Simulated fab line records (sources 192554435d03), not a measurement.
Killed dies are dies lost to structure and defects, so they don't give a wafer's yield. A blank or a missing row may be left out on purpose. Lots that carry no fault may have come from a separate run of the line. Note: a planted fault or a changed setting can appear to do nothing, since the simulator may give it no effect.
Split-lot trial | flow n5Finfet | 39 wafers read across 7 lots, on a route 1938 steps long

## THE SPLIT
At N5_BEOL_M11_ETCH_41 (etches SiCN in CH3F/O2, target depth 42.6 nm, time 86 s), the setting timeS was moved away from the recipe's 86 s on 15 of the 39 wafers read, by -45.3% to +57.1%. All remaining wafers had this setting at the recipe value.

The reading comes from the split's own step.

## THE READING
etch.depthNm (the simulator's own value, which no gauge read), in nm, at N5_BEOL_M11_ETCH_41 (etches SiCN in CH3F/O2, target depth 42.6 nm, time 86 s). There is no usual value for it anywhere in the file. Here, 24 wafers ran the recipe; their average is 32.68 nm with a standard deviation of 0.62 nm.

wafer  | tool, chamber at the split | timeS as run, s | against the recipe | etch.depthNm, nm | against lot-mates on the recipe
L075.1 | rieDiel-02, 0              | 86              | recipe             | 32.6             | -
L075.2 | rieDiel-02, 2              | 86              | recipe             | 33.27            | -
L075.3 | rieDiel-02, 3              | 135.1           | +57.1%             | 52.11            | +19.37
L075.4 | rieDiel-02, 0              | 86              | recipe             | 32.36            | -
L075.5 | rieDiel-02, 2              | 135.1           | +57.1%             | 52.12            | +19.38
L075.6 | rieDiel-02, 3              | 135.1           | +57.1%             | 52.06            | +19.32
L082.1 | rieDiel-02, 0              | 134             | +55.8%             | 50.73            | +17.59
L082.2 | rieDiel-02, 3              | 134             | +55.8%             | 51.32            | +18.18
L082.3 | rieDiel-02, 2              | 86              | recipe             | 33.41            | -
L082.4 | rieDiel-02, 1              | 86              | recipe             | 33.03            | -
L082.5 | rieDiel-02, 0              | 134             | +55.8%             | 50.8             | +17.66
L082.6 | rieDiel-02, 3              | 86              | recipe             | 32.98            | -
L084.1 | rieDiel-05, 3              | 86              | recipe             | 32.35            | -
L084.2 | rieDiel-05, 2              | 86              | recipe             | 32.18            | -
L084.3 | rieDiel-05, 0              | 47.08           | -45.3%             | 18.07            | -14.20
L084.4 | rieDiel-05, 1              | 86              | recipe             | 32.29            | -
L084.5 | rieDiel-05, 2              | 47.08           | -45.3%             | 17.44            | -14.83
L084.6 | rieDiel-05, 1              | 47.08           | -45.3%             | 17.74            | -14.53
L085.1 | rieDiel-02, 0              | 86              | recipe             | 32.19            | -
L085.2 | rieDiel-02, 2              | 86              | recipe             | 32.8             | -
L085.3 | rieDiel-02, 3              | 86              | recipe             | 32.72            | -
L085.4 | rieDiel-02, 1              | 86              | recipe             | 32.88            | -
L085.5 | rieDiel-02, 3              | 86              | recipe             | 32.58            | -
L085.6 | rieDiel-02, 2              | 86              | recipe             | 32.7             | -
L092.1 | rieDiel-04, 1              | 86              | recipe             | 30.96            | -
L092.5 | rieDiel-04, 2              | 86              | recipe             | 33.57            | -
L092.6 | rieDiel-04, 1              | 86              | recipe             | 31.28            | -
L076.1 | rieDiel-02, 3              | 86              | recipe             | 33.35            | -
L076.2 | rieDiel-02, 1              | 109.3           | +27.1%             | 41.43            | +8.55
L076.3 | rieDiel-02, 0              | 86              | recipe             | 32.35            | -
L076.4 | rieDiel-02, 2              | 109.3           | +27.1%             | 41.86            | +8.98
L076.5 | rieDiel-02, 1              | 86              | recipe             | 32.95            | -
L076.6 | rieDiel-02, 0              | 109.3           | +27.1%             | 41.47            | +8.59
L096.1 | rieDiel-02, 2              | 86              | recipe             | 33.28            | -
L096.2 | rieDiel-02, 3              | 127.8           | +48.6%             | 49.87            | +16.72
L096.3 | rieDiel-02, 1              | 127.8           | +48.6%             | 48.84            | +15.69
L096.4 | rieDiel-02, 0              | 86              | recipe             | 32.73            | -
L096.5 | rieDiel-02, 3              | 86              | recipe             | 33.45            | -
L096.6 | rieDiel-02, 2              | 127.8           | +48.6%             | 49.43            | +16.28

FIT RESULTS
A straight line over all 39 wafers: etch.depthNm changes by +0.334 nm for each +1% of timeS; r = +1.00; the points scatter about the line by 0.57 nm.
The same after taking each lot's own level away (the mean of its wafers on the recipe; 39 wafers): +0.328 nm for each +1%; r = +1.00; scatter 0.5 nm.
The reading moves by 19 nm for the largest change in timeS, on that fit.
The span of the lots' own levels, 31.937 to 33.153 nm, comes to 2.0 times the standard deviation stated above.
The two slopes are in agreement: the lot-to-lot level therefore moves the slope only a little.
Check: +18.7 nm against its lot-mates is what the line predicts for one of the wafers moved furthest among these (+57.1%) when that wafer is left out of the fit. Against them it came out at +19.4 nm.

## OTHER SPLITS ON THESE WAFERS
Other splits were also applied to these wafers ahead of the reading. Each is held against what the fit with the lots' levels taken away leaves over:
other split on the same wafers         | wafers away from the commonest value | r with etch.depthNm (lot level and that fit taken away)
N5_ZERO_LAYER_DEVELOP_10 developTimeS  | 12                                   | -0.31
N5_DUMMY_GATE_ETCH_32 timeS            | 9                                    | +0.01
N5_HKMG_FIN_ETCH_67 targetDepthA       | 18                                   | +0.32
N5_MOL_CONTACT_COAG_CVD_140 targetThkA | 15                                   | +0.20
N5_BEOL_M9_DESCUM_16 timeS             | 9                                    | +0.17

## FILE'S OWN FIT
etch.depthNm changes by +0.328 nm for each +1% of timeS, r = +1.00.
